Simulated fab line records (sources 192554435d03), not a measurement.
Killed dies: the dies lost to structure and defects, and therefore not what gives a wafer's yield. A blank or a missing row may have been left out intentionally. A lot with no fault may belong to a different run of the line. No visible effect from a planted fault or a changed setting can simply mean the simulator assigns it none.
fab line records -- flow n5-finfet -- part 2 of 2: steps 23 to 30 of 30
record: lots: 5, wafers: 15, last-day: 17
route steps=1938 shown BEOL_M8@1378 BEOL_M9@1401
lots with no fault: from the same line, run without faults
start-h: the number of hours between the record's first day and the start of the first shown wafer of the lot -- wait-h: hours elapsed since this lot's preceding step -- " the same as in the row above -- L1.1+2: a single row standing in for several wafers -- - no value present, or no start provided -- * or withheld: withheld -- < > ~ a bound
route shown NAME@n: a module of which the file shows steps, and the number in the route of the first -- usual: the fault-free wafers' mean and standard deviation -- same: alike in all rows -- chamber/n: place in a boat -- sites: the reading at each site -- _std_site: the standard deviation of these -- _edge_site: outer sites' mean less inner sites' -- radius-mm: for every site, how far away it sits from the centre of the wafer -- mask NAME#n: copy n -- behind: the tool/chamber that last shaped the wafer -- hold: why the lot was held/for how many hours/how that ended -- device: the transistor (n, p or np) that didn't switch -- end of line: at the end of the route, the tests of the same wafers -- step lacking rows: just its recipe -- killed: count of dies lost to structure and defects at first sort (not the wafer's yield) -- map: a wafer's dies, marking killed ones x, the rest . and places with no die _
set.NAME: the setting that was run; set.NAME@STEP: the one run at that earlier step -- model.NAME: the simulator's own value behind a step, which no gauge read
lots at selected steps of the route; one table per step, one row per wafer
services: from which hour (start-h, from the record's first day; less than 0 if before it) a tool's chamber was out of use, for how many hours, and why
== steps ==
step: N5_BEOL_M8_INSPECT_58
recipe: inspect-instrument: darkfield, mode: post-dep
usual: raw-defect-count: 73/24
lot.wafer,tool,chamber,start-h,wait-h,raw-defect-count
L077.2,defect-inspect-02,-,258.19,0.0,78
L077.4,defect-inspect-02,-,258.19,0.0,44
L077.5,defect-inspect-02,-,258.19,0.0,56
L078.2,defect-inspect-02,-,285.42,0.0,46
L078.3,defect-inspect-02,-,285.42,0.0,73
L078.6,defect-inspect-02,-,285.42,0.0,56
L083.1,defect-inspect-01,-,290.61,0.0,90
L083.2,defect-inspect-01,-,290.61,0.0,68
L083.4,defect-inspect-01,-,290.61,0.0,87
L089.2,defect-inspect-02,-,318.96,0.0,49
L089.4,defect-inspect-02,-,318.96,0.0,69
L089.6,defect-inspect-02,-,318.96,0.0,45
L093.1,defect-inspect-02,-,342.38,0.0,40
L093.4,defect-inspect-02,-,342.38,0.0,82
L093.5,defect-inspect-02,-,342.38,0.0,52
step: N5_BEOL_M9_ILD_DEP_00
recipe: material: SiCOH_lowk, target-thk-a: 3085.1, temp-c: 300, precursor: DEMS/porogen, pressure-torr: 5, rf-w: 500, time-s: 58
usual: heater-power-w: 287/32, rf-fwd-power-W: 496.7/1.7, showerhead-plenum-p-Torr: 5.735/0.016, throttle-valve-pct: 13.8/0.51
lot.wafer,tool,chamber,start-h,wait-h,heater-power-w,rf-fwd-power-W,showerhead-plenum-p-Torr,throttle-valve-pct
L077.2,pecvd-01,0,258.22,0.0,287,499.2,5.695,13.5
L077.4,pecvd-01,0,258.22,0.0,301,500.8,5.713,13.5
L077.5,pecvd-01,2,258.22,0.0,286,494.6,5.718,13.1
L078.2,pecvd-03,1,285.45,0.0,279,495.1,5.719,14.6
L078.3,pecvd-03,2,285.45,0.0,246,498.8,5.750,13.0
L078.6,pecvd-03,2,285.45,0.0,251,500.3,5.756,13.0
L083.1,pecvd-02,1,290.65,0.0,353,493.9,5.744,14.4
L083.2,pecvd-02,2,290.65,0.0,296,499.5,5.744,13.7
L083.4,pecvd-02,2,290.65,0.0,237,498.3,5.759,13.6
L089.2,pecvd-02,2,319.00,0.0,256,500.4,5.746,13.5
L089.4,pecvd-02,0,319.00,0.0,285,495.1,5.747,14.0
L089.6,pecvd-02,2,319.00,0.0,259,500.4,5.732,13.8
L093.1,pecvd-01,0,342.41,0.0,298,495.8,5.701,14.0
L093.4,pecvd-01,2,342.41,0.0,270,495.4,5.713,13.3
L093.5,pecvd-01,0,342.41,0.0,307,496.0,5.701,13.5
step: N5_BEOL_M9_CURE_71
recipe: temp-c: 385, time-s: 240, ambient: He/Ar, material: SiCOH_lowk
usual: lamp-power-pct: 52.31/0.055, wafer_temp_C_max: 386.9/0.64
lot.wafer,tool,chamber,start-h,wait-h,lamp-power-pct,wafer_temp_C_max
L077.2,uv-cure-03,1,258.38,0.1,52.39,387.1
L077.4,uv-cure-03,1,258.38,0.1,52.31,387.0
L077.5,uv-cure-03,1,258.38,0.1,52.33,387.1
L078.2,uv-cure-03,1,285.61,0.1,52.27,387.6
L078.3,uv-cure-03,1,285.61,0.1,52.31,387.3
L078.6,uv-cure-03,1,285.61,0.1,52.38,387.8
L083.1,uv-cure-03,1,290.73,0.0,52.33,388.4
L083.2,uv-cure-03,1,290.73,0.0,52.20,387.6
L083.4,uv-cure-03,1,290.73,0.0,52.43,387.9
L089.2,uv-cure-01,2,319.28,0.3,52.30,388.3
L089.4,uv-cure-01,2,319.28,0.3,52.28,386.9
L089.6,uv-cure-01,2,319.28,0.3,52.43,386.5
L093.1,uv-cure-02,2,342.49,0.0,52.42,387.4
L093.4,uv-cure-02,2,342.49,0.0,52.27,387.2
L093.5,uv-cure-02,2,342.49,0.0,52.30,387.3
step: N5_BEOL_M9_THK_MEAS_01
recipe: reads: SiCOH_lowk_of_BEOL_M9_ILD_DEP_00
usual: M9_ILD_THK: 268/3.9
lot.wafer,tool,chamber,start-h,wait-h,M9_ILD_THK[nm]
L077.2,film-metro-01,-,258.81,0.4,270
L077.4,film-metro-01,-,258.81,0.4,280
L077.5,film-metro-01,-,258.81,0.4,276
L078.2,film-metro-01,-,286.04,0.4,266
L078.3,film-metro-01,-,286.04,0.4,265
L078.6,film-metro-01,-,286.04,0.4,270
L083.1,film-metro-01,-,291.24,0.4,262
L083.2,film-metro-01,-,291.24,0.4,263
L083.4,film-metro-01,-,291.24,0.4,266
L089.2,film-metro-01,-,319.71,0.4,266
L089.4,film-metro-01,-,319.71,0.4,267
L089.6,film-metro-01,-,319.71,0.4,270
L093.1,film-metro-02,-,343.00,0.4,268
L093.4,film-metro-02,-,343.00,0.4,269
L093.5,film-metro-02,-,343.00,0.4,272
step: N5_BEOL_M9_PECVD_70
recipe: material: SiO2, target-thk-a: 200, temp-c: 400, precursor: TEOS/O2, pressure-torr: 5.5, rf-w: 450, teos-flow-sccm: 53.8, gas: O2, flow-sccm: 3000, time-s: 22.7
usual: heater-power-w: 663/65, rf-fwd-power-W: 445.6/1.6, showerhead-plenum-p-Torr: 8.75/0.064, throttle-valve-pct: 22.3/0.81
lot.wafer,tool,chamber,start-h,wait-h,heater-power-w,rf-fwd-power-W,showerhead-plenum-p-Torr,throttle-valve-pct
L077.2,pecvd-01,1,258.85,0.0,652,446.1,8.75,23.2
L077.4,pecvd-01,2,258.85,0.0,631,444.9,8.70,21.2
L077.5,pecvd-01,1,258.85,0.0,663,445.5,8.76,23.3
L078.2,pecvd-01,1,286.08,0.0,601,446.0,8.72,23.6
L078.3,pecvd-01,2,286.08,0.0,600,443.7,8.68,21.3
L078.6,pecvd-01,2,286.08,0.0,608,442.7,8.70,21.4
L083.1,pecvd-03,0,291.28,0.0,704,446.2,8.71,22.0
L083.2,pecvd-03,1,291.28,0.0,777,442.9,8.78,23.3
L083.4,pecvd-03,2,291.28,0.0,582,447.4,8.83,21.2
L089.2,pecvd-03,0,319.75,0.0,606,442.7,8.70,21.7
L089.4,pecvd-03,1,319.75,0.0,701,446.3,8.79,23.2
L089.6,pecvd-03,0,319.75,0.0,650,444.0,8.71,22.1
L093.1,pecvd-03,0,343.04,0.0,693,446.6,8.71,21.9
L093.4,pecvd-03,1,343.04,0.0,759,443.6,8.79,23.4
L093.5,pecvd-03,2,343.04,0.0,614,446.5,8.84,21.5
step: N5_BEOL_M9_HM_DEP_02
recipe: material: TiN, target-thk-a: 200, temp-c: 25, chamber-pressure-pa: 0.49996
usual: throttle-valve-pct: 30.0/1.6
lot.wafer,tool,chamber,start-h,wait-h,throttle-valve-pct
L077.2,pvd-sputter-03,-,259.73,0.9,33.6
L077.4,pvd-sputter-03,-,259.73,0.9,29.6
L077.5,pvd-sputter-03,-,259.73,0.9,30.2
L078.2,pvd-sputter-02,-,289.13,3.0,30.0
L078.3,pvd-sputter-02,-,289.13,3.0,29.3
L078.6,pvd-sputter-02,-,289.13,3.0,29.6
L083.1,pvd-sputter-01,-,292.29,1.0,30.7
L083.2,pvd-sputter-01,-,292.29,1.0,29.2
L083.4,pvd-sputter-01,-,292.29,1.0,28.9
L089.2,pvd-sputter-03,-,320.60,0.8,29.3
L089.4,pvd-sputter-03,-,320.60,0.8,30.0
L089.6,pvd-sputter-03,-,320.60,0.8,27.3
L093.1,pvd-sputter-03,-,343.44,0.4,33.8
L093.4,pvd-sputter-03,-,343.44,0.4,30.4
L093.5,pvd-sputter-03,-,343.44,0.4,27.3
step: N5_BEOL_M9_COAT_59
recipe: resist: SOC, temp-c: 250, time-s: 60, spin-rpm: 1500, resist-thk-nm: 100
usual: chill-plate-temp-C: 22.95/0.085, exhaust-pa: 44.9/0.87
lot.wafer,tool,chamber,start-h,wait-h,chill-plate-temp-C,exhaust-pa
L077.2,litho-track-01,0,259.85,0.1,22.78,45.5
L077.4,litho-track-01,0,259.85,0.1,22.95,44.0
L077.5,litho-track-01,0,259.85,0.1,22.98,44.8
L078.2,litho-track-01,0,289.26,0.1,22.97,44.3
L078.3,litho-track-01,0,289.26,0.1,22.90,43.6
L078.6,litho-track-01,0,289.26,0.1,22.93,44.1
L083.1,litho-track-02,0,292.42,0.1,22.95,44.8
L083.2,litho-track-02,0,292.42,0.1,23.02,45.2
L083.4,litho-track-02,0,292.42,0.1,23.01,45.5
L089.2,litho-track-01,0,320.72,0.1,22.84,43.5
L089.4,litho-track-01,0,320.72,0.1,23.00,45.9
L089.6,litho-track-01,0,320.72,0.1,23.05,44.8
L093.1,litho-track-01,0,343.57,0.1,22.94,45.2
L093.4,litho-track-01,0,343.57,0.1,23.04,45.5
L093.5,litho-track-01,0,343.57,0.1,23.08,45.2
step: N5_BEOL_M9_COAT_60
recipe: resist: SiARC, temp-c: 220, time-s: 60, spin-rpm: 1500, resist-thk-nm: 30
usual: chill-plate-temp-C: 23.02/0.11, exhaust-pa: 45.0/0.79
lot.wafer,tool,chamber,start-h,wait-h,chill-plate-temp-C,exhaust-pa
L077.2,litho-track-01,0,-,-,22.94,45.9
L077.4,litho-track-01,0,-,-,23.21,45.6
L077.5,litho-track-01,0,-,-,22.98,45.5
L078.2,litho-track-01,0,-,-,22.97,44.9
L078.3,litho-track-01,0,-,-,23.22,44.2
L078.6,litho-track-01,0,-,-,22.99,43.9
L083.1,litho-track-02,0,-,-,23.00,44.6
L083.2,litho-track-02,0,-,-,22.95,45.3
L083.4,litho-track-02,0,-,-,23.13,43.5
L089.2,litho-track-01,0,-,-,23.18,45.2
L089.4,litho-track-01,0,-,-,23.03,45.3
L089.6,litho-track-01,0,-,-,23.09,44.7
L093.1,litho-track-01,0,-,-,23.07,46.1
L093.4,litho-track-01,0,-,-,22.98,46.0
L093.5,litho-track-01,0,-,-,23.03,45.5
== services ==
tool,chamber,start-h,hours,kind
pecvd-01,1,232.63,-,calibration
uv-cure-02,-,237.16,28.1,pm
pvd-sputter-03,-,239.40,1.2,repair
cmp-01,-,239.82,5.8,repair
pecvd-03,2,241.42,8.2,repair
litho-track-01,-,241.91,-,consumable-replace:filter
cmp-01,-,247.03,0.3,repair
cmp-01,-,247.35,1.5,repair
cmp-03,-,249.04,4.0,pm
cmp-04,-,253.92,7.0,pm
cvd-co-01,-,254.93,1.0,repair
cmp-01,-,260.03,0.9,repair
cmp-01,-,267.74,4.1,pm
cmp-03,-,267.84,23.6,repair
cmp-01,-,277.06,4.0,pm
wet-bench-05,-,279.47,1.9,repair
wet-bench-03,-,280.21,5.9,repair
cvd-co-01,1,293.30,15.5,repair
pecvd-02,1,295.80,5.9,repair
pecvd-03,2,302.47,2.1,scheduled-down
uv-cure-02,-,316.90,6.8,repair
uv-cure-01,-,324.70,12.8,repair
uv-cure-03,-,325.06,2.2,repair
uv-cure-02,-,332.43,1.0,pm
